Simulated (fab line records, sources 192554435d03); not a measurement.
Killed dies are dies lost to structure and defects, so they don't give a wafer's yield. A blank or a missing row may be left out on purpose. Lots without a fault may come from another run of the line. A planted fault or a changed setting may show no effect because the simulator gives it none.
Split-lot experiment | flow n5_finfet | 7 lots, 21 wafers read, on a route of 1938 steps

THE SPLIT
At N5_BEOL_M8_DEP_56 (deposits SiCN from 3MS/NH3, target thk 10 nm, time 17.5 s), the setting time_s was moved away from the recipe's 17.5 s on 8 of the 21 wafers read, by -12.5% to +13.7%. The other wafers ran this setting at the recipe's value.

The reading is taken at the split's own step.

THE READING
SiCN_of_BEOL_M8_DEP_56.thk_nm (the simulator's own value, which no gauge read), in nm, at N5_BEOL_M8_DEP_56 (deposits SiCN from 3MS/NH3, target thk 10 nm, time 17.5 s). The file gives no usual value for it. The 13 wafers here that ran the recipe average 10.0 nm, standard deviation 0.19 nm.

wafer  | tool, chamber at the split | time_s as run, s | against the recipe | SiCN_of_BEOL_M8_DEP_56.thk_nm, nm | against lot-mates on the recipe
L080.1 | pecvd-01, 1                | 17.5             | recipe             | 10                                | -
L080.2 | pecvd-01, 2                | 19.9             | +13.7%             | 11                                | +1.0
L080.4 | pecvd-01, 0                | 19.9             | +13.7%             | 11.4                              | +1.4
L084.2 | pecvd-01, 0                | 17.5             | recipe             | 9.8                               | -
L084.4 | pecvd-01, 0                | 15.32            | -12.5%             | 8.8                               | -1.0
L084.5 | pecvd-01, 0                | 15.32            | -12.5%             | 8.8                               | -1.0
L085.2 | pecvd-01, 1                | 17.5             | recipe             | 10                                | -
L085.5 | pecvd-01, 0,2              | 17.5             | recipe             | 9.8                               | -
L085.6 | pecvd-01, 0,2              | 17.5             | recipe             | 9.8                               | -
L090.2 | pecvd-01, 1                | 17.5             | recipe             | 10.2                              | -
L090.4 | pecvd-01, 1                | 17.5             | recipe             | 10.2                              | -
L090.5 | pecvd-01, 1                | 17.5             | recipe             | 10.4                              | -
L093.1 | pecvd-04, 2                | 16.22            | -7.3%              | 9.4                               | -0.8
L093.3 | pecvd-04, 2                | 16.22            | -7.3%              | 9.6                               | -0.6
L093.6 | pecvd-04, 1                | 17.5             | recipe             | 10.2                              | -
L094.1 | pecvd-02, 1                | 17.5             | recipe             | 10                                | -
L094.5 | pecvd-02, 1                | 17.5             | recipe             | 10                                | -
L094.4 | pecvd-02, 2                | 17.5             | recipe             | 9.8                               | -
L095.1 | pecvd-04, 0                | 17.5             | recipe             | 9.8                               | -
L095.2 | pecvd-04, 1,0              | 16.84            | -3.8%              | 9.4                               | -0.4
L095.4 | pecvd-04, 1,0              | 16.84            | -3.8%              | 9.4                               | -0.4
Where a row lists several chambers, the file gives one row for several wafers and doesn't say which wafer went through which chamber.

THE FIT
A straight line over all 21 wafers: SiCN_of_BEOL_M8_DEP_56.thk_nm changes by +0.0903 nm for each +1% of time_s; r = +0.95; the points scatter about the line by 0.2 nm.
The same after taking each lot's own level away (the mean of its wafers on the recipe; 21 wafers): +0.0864 nm for each +1%; r = +0.98; scatter 0.11 nm.
On that fit, the largest move of time_s shifts the reading by 1.2 nm.
The lots' own levels span 9.80 to 10.27 nm, that is 2.4 times the standard deviation above.
So the lot-to-lot level changes the slope little: the two slopes agree.
Check: with one of the wafers moved furthest among these (+13.7%) left out of the fit, the line predicts +1.26 nm for it against its lot-mates. It came out at +1 nm against them.

OTHER SPLITS ON THESE WAFERS
These wafers also went through other splits before the reading. Each is held against what the fit with the lots' levels taken away leaves over:
other split on the same wafers             | wafers away from the commonest value | r with SiCN_of_BEOL_M8_DEP_56.thk_nm (lot level and that fit taken away)
N5_BEOL_M5_ALD_86 co_reactant_pulse_time_s | 5                                    | -0.14
N5_BEOL_M6_ETCH_41 time_s                  | 10                                   | +0.11
N5_BEOL_M6_ALD_77 ald_cycles               | 8                                    | +0.07
N5_BEOL_M7_ETCH_61 source_w                | 12                                   | -0.12
N5_BEOL_M8_ILD_DEP_00 time_s               | 7                                    | -0.03
N5_BEOL_M8_PEB_09 peb_time_s               | 6                                    | +0.17

THE FILE'S OWN FIT
SiCN_of_BEOL_M8_DEP_56.thk_nm changes by +0.0865 nm for each +1% of time_s, r = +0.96.
